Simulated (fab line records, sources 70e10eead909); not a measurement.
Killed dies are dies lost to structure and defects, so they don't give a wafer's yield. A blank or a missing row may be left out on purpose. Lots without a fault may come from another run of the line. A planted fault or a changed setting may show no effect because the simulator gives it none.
fab line records | flow nand_harc
record lots=14 wafers=42 last_day=34
route steps=1302 shown A_M1@1201 A_BONDPAD@1220
lots that met no fault: from a run of the same line without faults
start_h: hours from the record's first day to the start of the lot's first wafer shown | wait_h: hours since the lot's step before | " the same as in the row above | L1.1+2: a row that stands for several wafers | - no value, or no start given | * or withheld: withheld | < > ~ a bound
route shown NAME@n: a module of which the file shows steps, and the number in the route of the first | usual: mean/standard deviation of fault-free wafers | same: alike in all rows | chamber/n: place in a boat | sites: the reading at each site | _std_site: their standard deviation | _edge_site: outer sites' mean less inner sites' | radius_mm: how far each site lies from the wafer's centre | mask NAME#n: copy n | behind: the tool/chamber that last shaped the wafer | hold: why the lot was held/for how many hours/how that ended | device: the transistor (n, p or np) that didn't switch | end of line: the same wafers' tests at the end of the route | a step without rows: its recipe alone | killed: dies lost to structure and defects at the first sort, not the wafer's yield | map: a wafer's dies, x killed, . not, _ none there
set.NAME: the setting as run; set.NAME@STEP: as run at that earlier step | model.NAME: the simulator's own value behind a step, which no gauge read
steps of the route over a sample of lots; a table a step, a row a wafer
services: from which hour (start_h, from the record's first day; less than 0 if before it) a tool's chamber was out of use, for how many hours, and why
## steps
# step NHARC_A_M1_DEP_33
# recipe target_thk_a=300 temp_c=370 target_thk_nm=30 pressure_torr=3 flow_sccm=200 rf_w=450 material=SiCN
# usual heater_power_w=592/53 rf_fwd_power_W=448.8/1.5
# columns lot.wafer tool chamber start_h wait_h heater_power_w rf_fwd_power_W
L913.2 pecvd-03 2 536.29 0.1 636 448.3
L913.5 " 1 " " 564 445.1
L913.6 " 0 " " 643 446.3
L912.2 pecvd-03 2 539.39 0.1 585 448.7
L912.3 " 0 " " 567 447.2
L912.6 " 0 " " 573 448.1
L915.2 pecvd-02 2 564.51 0.1 624 447.8
L915.6 " 1 " " 613 446.3
L915.5 " 2 " " 621 448.9
L918.1 pecvd-03 1 573.76 0.1 631 450.4
L918.2 " 2 " " 599 448.4
L918.6 " 1 " " 634 450.3
L917.1 pecvd-02 2 606.94 0.1 617 445.8
L917.5 " 0 " " 538 447.2
L917.6 " 1 " " 613 449.0
L919.3 pecvd-02 2 622.43 0.1 530 447.9
L919.2 " 0 " " 545 450.8
L919.5 " 2 " " 535 449.2
L921.1 pecvd-02 2 628.80 0.1 610 449.3
L921.3 " 1 " " 600 449.6
L921.6 " 2 " " 590 449.0
L924.2 pecvd-03 1 645.38 0.1 603 449.1
L924.1 " 0 " " 560 448.3
L924.6 " 2 " " 564 449.5
L923.2 pecvd-02 2 650.81 0.1 597 447.5
L923.3 " 0 " " 518 447.1
L923.1 " 1 " " 599 447.8
L930.1 pecvd-03 1 695.86 0.1 658 447.1
L930.6 " 2 " " 653 450.3
L930.5 " 0 " " 640 446.5
L932.1 pecvd-04 1 739.63 0.1 521 449.4
L932.3 " 2 " " 576 449.4
L932.4 " 0 " " 723 450.5
L934.3 pecvd-04 0 745.86 0.1 671 450.2
L934.5 " 1 " " 582 446.7
L934.4 " 2 " " 567 450.6
L933.3 pecvd-02 0 754.65 0.1 545 448.7
L933.2 " 1 " " 568 449.4
L933.1 " 2 " " 582 448.5
L935.1 pecvd-04 1 772.64 0.1 560 450.0
L935.6 " 1 " " 563 448.9
L935.5 " 0 " " 667 449.4
# step NHARC_A_BONDPAD_ETCH_12
# recipe target_depth_a=2200 time_s=110 chf3_flow_sccm=50 o2_flow_sccm=10 ar_flow_sccm=200 rf_w=500 bias_w=200 chemistry=CHF3/O2
# usual drypump_motor_current_A=5.71/0.25 oes_product_au=0.939/0.022 rf_fwd_power_W=496.9/1.6 rf_vpp_V=370.0/2.4 showerhead_plenum_p_Torr=2.37/0.1 throttle_valve_pct=20.573/0.0081
# columns lot.wafer tool chamber start_h wait_h drypump_motor_current_A oes_product_au rf_fwd_power_W rf_hours_counter_h rf_vpp_V showerhead_plenum_p_Torr throttle_valve_pct
L913.2 rie_diel-03 0 538.44 - 5.38 0.927 494.5 2 368.7 2.28 20.562
L913.5 " 1 " " 5.63 0.906 495.4 - 368.2 2.33 20.574
L913.6 " 2 " " 6.00 0.910 498.3 - 370.1 2.39 20.580
L912.2 rie_diel-02 2 541.45 - 5.11 0.921 496.5 45 367.4 2.23 20.560
L912.3 " 0 " " 6.24 0.922 495.1 47 366.6 2.25 20.583
L912.6 " 3 " " 5.96 0.920 497.5 - 373.2 2.56 20.563
L915.2 rie_diel-04 0 566.50 - 5.77 0.924 495.8 4 372.9 2.52 20.574
L915.6 " 3 " " 5.92 0.910 496.6 - 370.2 2.36 20.561
L915.5 " 0 " " 5.79 0.921 495.6 - 373.2 2.52 20.576
L918.1 rie_diel-03 0 575.76 - 5.39 0.966 496.5 2 368.1 2.28 20.577
L918.2 " 3 " " 5.63 0.974 495.9 2 368.4 2.25 20.583
L918.6 " 0 " " 5.37 0.961 498.5 - 366.9 2.28 20.560
L917.1 rie_diel-04 3 609.14 - 5.93 0.915 496.7 12 369.6 2.36 20.570
L917.5 " 3 " " 5.91 0.923 496.0 - 370.3 2.36 20.586
L917.6 " 0 " " 5.78 0.919 497.6 - 374.2 2.51 20.564
L919.2 rie_diel-04 3 624.58 - 5.91 0.923 499.0 14 371.0 2.36 20.579
L919.3 " 0 " " 5.80 0.923 496.4 15 374.9 2.51 20.578
L919.5 " 3 " " 5.93 0.920 497.9 - 370.7 2.36 20.568
L921.3 rie_diel-03 0 630.96 - 5.38 0.985 497.3 4 368.2 2.28 20.587
L921.1 " 3 " " 5.69 0.959 496.6 3 367.5 2.25 20.588
L921.6 " 1 " " 5.62 0.952 496.7 - 369.7 2.33 20.583
L924.2 rie_diel-03 2 647.55 - 6.03 0.914 498.9 5 370.1 2.38 20.570
L924.1 " 0 " " 5.39 0.710 297.2 4 368.6 2.28 20.571
L924.6 " 2 " " 6.03 0.919 497.6 - 370.4 2.38 20.572
L923.2 rie_diel-03 2 652.84 - 6.02 0.929 500.1 5 372.5 2.38 20.554
L923.3 " 0 " " 5.36 0.701 296.6 5 368.1 2.28 20.573
L923.1 " 1 " " 5.65 0.912 495.1 5 368.6 2.33 20.556
L930.1 rie_diel-04 3 698.03 - 5.93 0.912 495.3 25 368.4 2.35 20.555
L930.6 " 2 " " 5.62 0.930 495.4 - 374.7 2.53 20.580
L930.5 " 3 " " 5.92 0.908 494.7 - 369.1 2.35 20.585
L932.4 rie_diel-03 0 741.75 - 5.36 0.945 495.3 3 370.3 2.28 20.578
L932.1 " 1 " " 5.62 0.932 496.1 2 369.3 2.33 20.573
L932.3 " 2 " " 6.02 0.948 496.1 3 369.3 2.38 20.584
L934.4 rie_diel-03 1 748.03 - 5.62 0.963 496.4 3 370.2 2.33 20.574
L934.3 " 2 " " 6.02 0.967 494.6 3 369.6 2.38 20.574
L934.5 " 1 " " 5.65 0.955 496.2 - 368.5 2.33 20.571
L933.2 rie_diel-03 1 756.85 - 5.63 0.946 497.0 3 369.8 2.33 20.591
L933.1 " 2 " " 6.02 0.959 494.8 3 370.7 2.38 20.577
L933.3 " 3 " " 5.65 0.969 496.3 3 367.9 2.25 20.571
L935.1 rie_diel-04 1 774.70 - 5.52 0.930 498.0 11 373.2 2.51 20.574
L935.5 " 3 " " 5.94 0.927 498.5 - 369.1 2.35 20.569
L935.6 " 0 " " 5.82 0.923 498.9 - 374.6 2.50 20.574
# step NHARC_A_BONDPAD_STRIP_15
# recipe o2_flow_sccm=500 ar_flow_sccm=0 bias_w=0 chemistry=O2
# usual drypump_motor_current_A=5.73/0.25 oes_product_au=1.000/0.01 rf_vpp_V=57.8/0.86 showerhead_plenum_p_Torr=3.53/0.15 throttle_valve_pct=17.036/0.0096
# columns lot.wafer tool chamber start_h wait_h drypump_motor_current_A oes_product_au rf_hours_counter_h rf_vpp_V showerhead_plenum_p_Torr throttle_valve_pct
L913.2 rie_diel-03 1 538.67 0.1 5.64 0.983 2 58.3 3.43 17.043
L913.5 " 2 " " 6.03 0.996 - 57.5 3.50 17.030
L913.6 " 3 " " 5.70 1.005 - 56.5 3.32 17.029
L912.2 rie_diel-04 3 541.66 0.1 5.95 1.004 0 58.1 3.47 17.040
L912.3 " 1 " " 5.52 1.008 0 59.4 3.71 17.038
L912.6 " 0 " " 5.77 1.002 - 59.4 3.69 17.028
L915.2 rie_diel-03 0 566.75 0.1 5.39 0.990 2 57.8 3.36 17.035
L915.6 " 1 " " 5.65 0.984 - 57.7 3.43 17.056
L915.5 " 2 " " 6.00 0.991 - 56.4 3.50 17.027
L918.1 rie_diel-03 1 575.98 0.1 5.63 0.984 2 57.4 3.43 17.022
L918.2 " 3 " " 5.62 1.005 2 57.7 3.32 17.048
L918.6 " 1 " " 5.64 0.979 - 57.0 3.43 17.030
L917.1 rie_diel-03 2 609.39 0.1 6.04 0.999 3 56.2 3.50 17.030
L917.6 " 1 " " 5.63 0.975 - 56.1 3.43 17.045
L917.5 " 2 " " 6.07 0.995 - 58.0 3.50 17.039
L919.3 rie_diel-03 0 624.81 0.1 5.37 0.998 4 56.9 3.36 17.041
L919.2 " 1 " " 5.64 0.987 4 58.6 3.43 17.031
L919.5 " 2 " " 6.01 1.010 - 57.3 3.50 17.028
L921.3 rie_diel-02 1 631.18 0.1 5.94 1.022 19 58.5 3.39 17.044
L921.1 " 3 " " 5.93 1.008 19 57.8 3.74 17.020
L921.6 " 1 " " 5.93 1.028 - 57.4 3.39 17.036
L924.2 rie_diel-04 0 647.78 0.1 5.83 0.991 17 58.0 3.68 17.044
L924.1 " 1 " " 5.52 1.008 12 58.3 3.70 17.043
L924.6 " 0 " " 5.82 0.990 - 57.3 3.68 17.036
L923.3 rie_diel-04 0 653.06 0.1 5.82 0.984 18 57.3 3.68 17.027
L923.1 " 1 " " 5.51 1.010 13 57.8 3.70 17.045
L923.2 " 3 " " 5.93 0.994 18 56.4 3.46 17.027
L930.1 rie_diel-03 1 698.29 0.1 5.65 0.990 2 57.7 3.43 17.031
L930.6 " 2 " " 6.03 0.995 - 58.3 3.50 17.026
L930.5 " 3 " " 5.62 1.000 - 58.8 3.32 17.049
L932.3 rie_diel-04 3 741.98 0.1 5.92 1.012 5 57.4 3.45 17.022
L932.1 " 0 " " 5.81 0.993 6 58.2 3.68 17.044
L932.4 " 1 " " 5.51 1.003 5 57.9 3.69 17.034
L934.4 rie_diel-04 0 748.23 0.1 5.82 0.990 7 58.7 3.68 17.029
L934.3 " 3 " " 5.96 1.007 7 58.0 3.45 17.045
L934.5 " 1 " " 5.50 1.003 - 57.4 3.69 17.036
L933.2 rie_diel-03 2 757.08 0.1 6.07 0.999 3 58.2 3.50 17.039
L933.3 " 3 " " 5.68 1.004 3 58.5 3.32 17.023
L933.1 " 1 " " 5.64 0.983 4 57.7 3.43 17.057
L935.1 rie_diel-03 1 774.94 0.1 5.65 0.985 4 57.4 3.43 17.049
L935.6 " 2 " " 6.05 0.993 - 56.4 3.50 17.034
L935.5 " 3 " " 5.67 1.005 - 59.3 3.32 17.039
# step NHARC_A_BONDPAD_PVD_27
# recipe target_thk_a=300 chamber_pressure_pa=5 power_w=5000 substrate_temp_c=30 time_s=20.49 material=Cu
# usual throttle_valve_pct=30.4/1.2
# columns lot.wafer tool chamber start_h wait_h throttle_valve_pct
L913.2 pvd_sputter-03 - - - 31.8
L913.6 " - " " 31.9
L913.5 " - " " 30.8
L912.3 pvd_sputter-01 - - - 29.5
L912.2 " - " " 29.6
L912.6 " - " " 29.7
L915.2 pvd_sputter-02 - - - 31.7
L915.5 " - " " 31.9
L915.6 " - " " 30.9
L918.1 pvd_sputter-03 - - - 27.9
L918.2 " - " " 30.5
L918.6 " - " " 30.4
L917.1 pvd_sputter-01 - - - 28.5
L917.5 " - " " 29.6
L917.6 " - " " 31.1
L919.2 pvd_sputter-01 - - - 28.0
L919.3 " - " " 30.0
L919.5 " - " " 30.9
L921.1 pvd_sputter-02 - - - 32.2
L921.3 " - " " 30.7
L921.6 " - " " 31.7
L924.2 pvd_sputter-01 - - - 29.6
L924.1 " - " " 30.9
L924.6 " - " " 29.3
L923.1 pvd_sputter-02 - - - 30.9
L923.3 " - " " 30.2
L923.2 " - " " 32.3
L930.1 pvd_sputter-03 - - - 30.4
L930.6 " - " " 27.9
L930.5 " - " " 31.6
L932.4 pvd_sputter-02 - - - 31.7
L932.1 " - " " 30.5
L932.3 " - " " 30.9
L934.4 pvd_sputter-01 - - - 29.5
L934.3 " - " " 28.4
L934.5 " - " " 29.6
L933.3 pvd_sputter-02 - - - 31.8
L933.2 " - " " 30.3
L933.1 " - " " 30.9
L935.1 pvd_sputter-02 - - - 31.7
L935.6 " - " " 30.7
L935.5 " - " " 30.8
## services
# columns tool chamber start_h hours kind
pvd_sputter-03 - 526.04 10.0 pm
rie_diel-04 - 532.41 9.0 pm
pvd_sputter-03 - 542.41 1.2 repair
pecvd-03 - 547.00 13.0 pm
pecvd-04 0 554.86 5.8 repair
pecvd-02 2 565.82 2.4 repair
pvd_sputter-02 - 573.05 2.2 repair
pecvd-04 - 573.26 0.7 repair
pvd_sputter-01 - 582.00 10.0 pm
pecvd-02 - 589.00 13.0 pm
pvd_sputter-01 - 592.06 4.8 repair
pvd_sputter-03 - 611.34 3.4 repair
rie_diel-03 3 621.71 6.9 repair
rie_diel-03 - 654.72 9.0 pm
pvd_sputter-02 - 659.17 10.0 pm
rie_diel-03 1 671.94 4.3 repair
pvd_sputter-02 - 701.34 3.5 repair
pecvd-02 - 702.27 1.0 repair
rie_diel-04 - 709.41 9.0 pm
pecvd-03 - 728.00 13.0 pm
pvd_sputter-02 - 745.10 2.4 repair
rie_diel-03 0 754.62 5.8 repair
pvd_sputter-01 - 760.00 10.0 pm
pecvd-02 - 770.00 13.0 pm
## key
first_sign step=NHARC_A_BONDPAD_ETCH_12 reading=rf_fwd_power_W direction=down sigmas=99+ usual=* struck=*
effect step=NHARC_A_BONDPAD_ETCH_12 reading=oes_product_au direction=down sigmas=10 usual=0.939 struck=0.705
met_at NHARC_A_BONDPAD_ETCH_12
struck_lots L923,L924
struck_wafers L923.3,L924.1
later_rows_left_out L923.3,L924.1
sort_left_out L923.3,L924.1
not_acting_at NHARC_A_M1_DEP_33,NHARC_A_BONDPAD_STRIP_15,NHARC_A_BONDPAD_PVD_27
onset_between 630.96 647.55
fault kind=process_parameter_drift tool=rie_diel-03 chamber=0 onset_h=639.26 steps=NHARC_A_BONDPAD_ETCH_12 channel=rf_w offset=* shape=step end_h=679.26 acts_in=* stated=*
# sort_left_out: the simulated sort isn't trusted on such a fault, so these wafers' sort isn't shown, and their yield isn't known
# later_rows_left_out: the simulator's readings of these wafers behind a module that went badly wrong aren't trusted and aren't shown, but for the sort
